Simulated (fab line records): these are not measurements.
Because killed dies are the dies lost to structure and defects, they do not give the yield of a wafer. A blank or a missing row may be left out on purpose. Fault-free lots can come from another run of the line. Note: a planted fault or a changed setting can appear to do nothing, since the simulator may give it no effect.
Commonality check across tools | flow nand-harc | 12 lots, 36 wafers sampled

REASON FOR OPENING
At NHARC_P_STI_CD_MEAS_09 the reading cd-nm is flagged on 1 of 12 lots. No-fault wafers: 199.8 nm, standard deviation 1.8.
Rule: a lot is flagged when every wafer of it that has a number lies more than 4 standard deviations from that mean, or none has a number. The other lots count as sound.

lot  | measured    | on        | cd-nm (nm), wafer by wafer | flag
L905 | day 3 02:35 | cd-sem-01 | 200.6 204.2 200.1          |
L906 | day 3 10:56 | cd-sem-03 | 199.0 198.6 199.2          |
L907 | day 3 16:53 | cd-sem-03 | 228.8 228.2 226.8          | FLAGGED
L917 | day 6 01:55 | cd-sem-03 | 201.1 200.8 198.6          |
L918 | day 6 12:33 | cd-sem-03 | 200.0 201.0 202.3          |
L919 | day 6 17:16 | cd-sem-01 | 200.8 200.6 200.7          |
L920 | day 6 22:31 | cd-sem-02 | 197.1 201.1 198.9          |
L921 | day 7 04:53 | cd-sem-03 | 202.3 201.2 199.3          |
L922 | day 7 10:56 | cd-sem-03 | 202.2 204.6 203.6          |
L923 | day 7 17:17 | cd-sem-02 | 199.8 199.0 195.7          |
L924 | day 7 23:02 | cd-sem-03 | 200.3 199.7 198.0          |
L925 | day 8 06:07 | cd-sem-02 | 200.6 198.1 200.2          |
The numbers of the flagged lots are 227.9 nm on average: +28.1 nm against the usual, or +16 standard deviations.

EACH LOT AND THE TOOL IT RAN ON
The record holds 2 process steps before the reading, out of a route of 1159 steps. Every cell lists first the tool, next ch and the chambers used by the sampled wafers, and last the start.
lot  | flag    | NHARC_P_ZERO_WELL_RTA_42        | NHARC_P_STI_EXPOSE_06
L905 |         | rtp-anneal-01 ch 0, day 2 12:58 | krf-scanner-04 ch 0, day 3 02:26
L906 |         | rtp-anneal-01 ch 0, day 2 19:02 | krf-scanner-03 ch 0, day 3 10:47
L907 | FLAGGED | rtp-anneal-01 ch 0, day 3 00:56 | krf-scanner-04 ch 0, day 3 16:44
L917 |         | rtp-anneal-02 ch 0, day 5 13:17 | krf-scanner-04 ch 0, day 6 01:46
L918 |         | rtp-anneal-01 ch 0, day 5 18:37 | krf-scanner-04 ch 0, day 6 12:24
L919 |         | rtp-anneal-01 ch 0, day 6 00:53 | krf-scanner-04 ch 0, day 6 17:07
L920 |         | rtp-anneal-01 ch 0, day 6 06:39 | krf-scanner-01 ch 0, day 6 22:22
L921 |         | rtp-anneal-02 ch 0, day 6 12:59 | krf-scanner-04 ch 0, day 7 04:44
L922 |         | rtp-anneal-02 ch 0, day 6 19:19 | krf-scanner-04 ch 0, day 7 10:47
L923 |         | rtp-anneal-01 ch 0, day 7 01:20 | krf-scanner-03 ch 0, day 7 17:08
L924 |         | rtp-anneal-01 ch 0, day 7 06:54 | krf-scanner-01 ch 0, day 7 22:53
L925 |         | rtp-anneal-01 ch 0, day 7 12:47 | krf-scanner-03 ch 0, day 8 05:58
What these steps do:
- NHARC_P_ZERO_WELL_RTA_42: time 300 s.
- NHARC_P_STI_EXPOSE_06: exposes mask P STI, target cd 200 nm.
- NHARC_P_STI_CD_MEAS_09: target cd 200 nm.

FLAGGED OVER TOTAL, TOOL BY TOOL (the gauges that took the reading come last)
step                     | tool           | lots run | flagged | share of the flagged lots | sound lots run after its first flagged lot
NHARC_P_ZERO_WELL_RTA_42 | rtp-anneal-01  | 9        | 1       | all                       | 6 (L918,L919,L920,L923,L924,L925)
NHARC_P_ZERO_WELL_RTA_42 | rtp-anneal-02  | 3        | 0       | none                      | -
NHARC_P_STI_EXPOSE_06    | krf-scanner-01 | 2        | 0       | none                      | -
NHARC_P_STI_EXPOSE_06    | krf-scanner-03 | 3        | 0       | none                      | -
NHARC_P_STI_EXPOSE_06    | krf-scanner-04 | 7        | 1       | all                       | 5 (L917,L918,L919,L921,L922)
NHARC_P_STI_CD_MEAS_09   | cd-sem-01      | 2        | 0       | none                      | -
NHARC_P_STI_CD_MEAS_09   | cd-sem-02      | 3        | 0       | none                      | -
NHARC_P_STI_CD_MEAS_09   | cd-sem-03      | 7        | 1       | all                       | 5 (L917,L918,L921,L922,L924)

WHAT IS ALLOWED BY THE TABLE
Rows of the table that ran every flagged lot, 3 in all: rtp-anneal-01 at NHARC_P_ZERO_WELL_RTA_42, krf-scanner-04 at NHARC_P_STI_EXPOSE_06, cd-sem-03 at NHARC_P_STI_CD_MEAS_09.
- rtp-anneal-01 at NHARC_P_ZERO_WELL_RTA_42: 1 of its 9 lots flagged. Sound lots ran on it after the first flagged one (L918, L919, L920, L923, L924, L925), which a lasting fault on the whole tool wouldn't allow.
- krf-scanner-04 at NHARC_P_STI_EXPOSE_06: 1 of its 7 lots flagged. Sound lots ran on it after the first flagged one (L917, L918, L919, L921, L922), which a lasting fault on the whole tool wouldn't allow.
- cd-sem-03 at NHARC_P_STI_CD_MEAS_09: 1 of its 7 lots flagged. Sound lots ran on it after the first flagged one (L917, L918, L921, L922, L924), which a lasting fault on the whole tool wouldn't allow.
No row of the table ran every flagged lot and no sound lot after the first.

WHAT WAS PUT IN BY THE SIMULATOR
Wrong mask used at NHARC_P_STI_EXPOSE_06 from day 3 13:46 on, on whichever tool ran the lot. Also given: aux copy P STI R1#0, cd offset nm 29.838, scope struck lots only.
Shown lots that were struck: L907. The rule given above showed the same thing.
